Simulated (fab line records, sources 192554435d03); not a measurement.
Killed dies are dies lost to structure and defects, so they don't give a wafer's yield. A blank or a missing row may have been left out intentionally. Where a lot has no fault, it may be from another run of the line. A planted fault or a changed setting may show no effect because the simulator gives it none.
Matching of chambers / flow n5_finfet / rie_si-06 running N5_PMOS_HMC_CHANNEL_EPI_ETCH_38: 4 sister chambers
The step etches SiO2 in CF4, target depth 1.5 nm. 4 wafers are shown with their chamber, then 8 later ones without.

## WAFERS PAIRED WITH THEIR CHAMBERS
wafer=L081.6; chamber=1; throttle_valve_pct (%)=21.50
wafer=L087.5; chamber=0; throttle_valve_pct (%)=22.08
wafer=L087.6; chamber=3; throttle_valve_pct (%)=22.17
wafer=L089.2; chamber=2; throttle_valve_pct (%)=21.73

## WAFERS WITHOUT THEIR CHAMBER
wafer=L089.3; throttle_valve_pct (%)=21.50
wafer=L089.6; throttle_valve_pct (%)=21.50
wafer=L094.2; throttle_valve_pct (%)=21.74
wafer=L094.3; throttle_valve_pct (%)=22.19
wafer=L094.4; throttle_valve_pct (%)=21.50
wafer=L096.2; throttle_valve_pct (%)=22.20
wafer=L096.3; throttle_valve_pct (%)=21.73
wafer=L096.6; throttle_valve_pct (%)=22.20

## WHICH CHAMBER EACH ONE RAN IN
wafer=L089.3; from the rows above=1; in truth=1
wafer=L089.6; from the rows above=1; in truth=1
wafer=L094.2; from the rows above=2; in truth=2
wafer=L094.3; from the rows above=3; in truth=3
wafer=L094.4; from the rows above=1; in truth=1
wafer=L096.2; from the rows above=3; in truth=3
wafer=L096.3; from the rows above=2; in truth=2
wafer=L096.6; from the rows above=3; in truth=3
Correctly placed: 8 of 8. Not placeable from these rows: 0. Number placed wrongly: 0.
How it was worked out, from the rows above alone: a wafer's distance from a chamber is the root of the sum, over the readings, of the square of ((its reading less the chamber's mean) divided by the reading's scatter). The wafer belongs to the nearest chamber; if the next one is less than 2 further off, it can't be placed. The mean given for a chamber averages the wafers shown for that chamber. The scatter: with one shown wafer a chamber, the root of the mean of the squares of how far each hidden wafer lies from its nearest shown one.
